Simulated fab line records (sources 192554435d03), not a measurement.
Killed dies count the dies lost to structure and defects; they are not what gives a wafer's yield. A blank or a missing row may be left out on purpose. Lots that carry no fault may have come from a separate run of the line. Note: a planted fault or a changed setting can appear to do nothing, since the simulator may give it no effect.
Comparing a struck lot with a sound one ; flow n5Finfet ; 21 steps out of a route of 1938
Sound: wafers L503.3, L503.4, L503.5. Struck: wafer L506.2 (L506.5, L506.6, from the same lot, were not struck and are left out); the cause is given at the end.
Per side, at each step with rows, come the tool, then ch with its chambers, and then its first start. Under that, the readings that differ: sound wafers ; struck wafers ; difference of the means ; sigmas: that difference in standard deviations of wafers without a fault.
alike: readings whose means differ by less than 2 such deviations, and words and numbers that are the same on both sides. not compared: withheld readings, readings that some wafer has no value for, bounds like >300 that may hide the same value, and numbers for which the record gives no deviation and whose values overlap.
A row with sigmas, a row that says differs or no value, or rows on one side alone: a step with any of these is where the two part. Numbers that have no deviation but don't overlap get no sigmas and don't part them. A reading missing from all wafers of one side parts the sides only when that side holds two or more wafers.

first, 7 steps without rows for these wafers: N5_BEOL_M14_COAT_22 (resist thk 300 nm); N5_BEOL_M14_EBR_24; N5_BEOL_M14_SOFTBAKE_23 (time 60 s); N5_BEOL_M14_EXPOSE_25 (exposes mask M14, target cd 280 nm); N5_BEOL_M14_PEB_26 (peb time 90 s); N5_BEOL_M14_DEVELOP_27 (develop time 45 s); N5_BEOL_M14_HARDBAKE_32 (time 120 s).
N5_BEOL_M14_CD_MEAS_28: target cd 284.4 nm.
  sound on cdSem-01 ch 0, day 15 23:08; struck on cdSem-03 ch 0, day 16 22:12
reading;sound;struck;difference;sigmas
cdNm (nm);286.5 288.0 286.0;283.2;-3.6;-2
N5_BEOL_M14_OVL_MEAS_29:
  sound on overlay-01 ch 0, day 15 23:10; struck on overlay-01 ch 0, day 16 22:14
reading;sound;struck;difference;sigmas
M14_OVL (nm);6 4 -2;-9;-12;-2
N5_BEOL_M14_INSPECT_30: inspects for defects (macro).
  sound on defectInspect-02 at day 15 23:11; struck on defectInspect-02 at day 16 22:15
  alike: rawDefectCount
N5_BEOL_M14_DESCUM_33: chemistry O2, time 7.9 s.
  sound on rieDiel-03 ch 1,2, day 15 23:14; struck on rieDiel-01 ch 3, day 16 22:17
reading;sound;struck;difference;sigmas
drypumpMotorCurrentA (A);6.7 6.5 6.5;5.2;-1.4;-3
showerheadPlenumPTorr (Torr);2.10 2.11 2.12;1.89;-0.22;-3
  alike: oesProductAu, rfVppV, throttleValvePct
  not compared: rfHoursCounterH
N5_BEOL_M14_ETCH_67: etches SiARC in CF4, target depth 143 nm, time 238.3 s.
  sound on rieDiel-03 ch 1,2, day 15 23:16; struck on rieDiel-01 ch 3, day 16 22:19
reading;sound;struck;difference;sigmas
drypumpMotorCurrentA (A);6.7 6.5 6.5;5.1;-1.5;-3
rfVppV (V);185.3 183.7 183.3;181.6;-2.5;-2
showerheadPlenumPTorr (Torr);2.16 2.16 2.16;1.94;-0.22;-3
  alike: cf4FlowSccm, etchRfOnTimeS, oesProductAu, throttleValvePct
  not compared: rfHoursCounterH
N5_BEOL_M14_ETCH_68: etches SOC in N2/H2, time 450 s.
  sound on rieDiel-03 ch 1,2, day 15 23:25; struck on rieDiel-01 ch 3, day 16 22:28
reading;sound;struck;difference;sigmas
drypumpMotorCurrentA (A);6.7 6.5 6.5;5.1;-1.5;-3
oesProductAu (a.u.);0.78 0.80 0.81;0.97;+0.17;+2
rfVppV (V);524.6 522.5 524.1;516.7;-7.0;-3
showerheadPlenumPTorr (Torr);2.56 2.57 2.57;2.29;-0.28;-3
model.SiARC_of_BEOL_M14_COAT_66.thkNm (nm);64.6 65.4 65.2;40;-25;
model.BEOL_M14.cdNm (nm);281.2 283 280.2;290;+9;
  alike: throttleValvePct
  not compared: rfHoursCounterH
then, 1 step without rows for these wafers: N5_BEOL_M14_STRIP_69 (strips in N2/H2).
N5_BEOL_M14_TRENCH_ETCH_34: etches SiO2 in C4F8/O2/Ar, target depth 556.65 nm, time 126.9 s.
  sound on rieDiel-03 ch 1,2, day 15 23:41; struck on rieDiel-01 ch 3, day 16 22:44
reading;sound;struck;difference;sigmas
drypumpMotorCurrentA (A);6.7 6.5 6.5;5.2;-1.4;-3
showerheadPlenumPTorr (Torr);3.48 3.47 3.47;3.12;-0.35;-3
  alike: oes_f_703_au, oesProductAu, rfVppV, throttleValvePct
  not compared: rfHoursCounterH
then, 1 step without rows for these wafers: N5_BEOL_M14_STRIP_70 (strips in C4F8/O2/Ar).
N5_BEOL_M14_OCD_MEAS_35:
  sound on ocd-01 at day 15 23:50; struck on ocd-01 at day 16 22:54
  alike: trenchDepthNm
N5_BEOL_M14_STRIP_37: strips in O2.
  sound on rieDiel-05 ch 0,1,2, day 16 01:08; struck on rieDiel-03 ch 3, day 16 23:52
reading;sound;struck;difference;sigmas
rfVppV (V);2.8 5.5 3.1;1.7;-2.1;-2
  alike: drypumpMotorCurrentA, oesProductAu, showerheadPlenumPTorr, throttleValvePct
  not compared: rfHoursCounterH
N5_BEOL_M14_ETCH_38: etches SiCN in CF4/N2, target depth 106.5 nm, time 120.6 s.
  sound: rieDiel-05 ch 0,1,2; struck: rieDiel-03 ch 3
reading;sound;struck;difference;sigmas
model.BEOL_M14.cdNm (nm);281.2 283.4 280.8;289.4;+7.6;
  alike: cf4FlowSccm, drypumpMotorCurrentA, oesProductAu, rfVppV, showerheadPlenumPTorr, throttleValvePct
  not compared: rfHoursCounterH
then, 1 step without rows for these wafers: N5_BEOL_M14_PRECLEAN_39 (cleans in residue remover, time 60 s).
N5_PASSIVATION_PROBE_49:
  sound on prober-02 at day 16 21:54; struck on prober-02 at day 17 22:43
reading;sound;struck;difference;sigmas
killed_at_M4_up;22 24 17;9;-12;-2
  alike: defectLimitedYield, killed_at_M0_to_M3, killedAtContacts, killedAtFrontEnd, killedAtOther, killedDies, killedOpen, killedShort, sort_bin_4_leakage, sort_bin_5_function, sort_bin_6_memory, sortNPass, sortYieldPct

WHERE THEY PART
Earliest at N5_BEOL_M14_CD_MEAS_28; latest, in this record, at N5_PASSIVATION_PROBE_49.

WHY: whatever the simulator had introduced
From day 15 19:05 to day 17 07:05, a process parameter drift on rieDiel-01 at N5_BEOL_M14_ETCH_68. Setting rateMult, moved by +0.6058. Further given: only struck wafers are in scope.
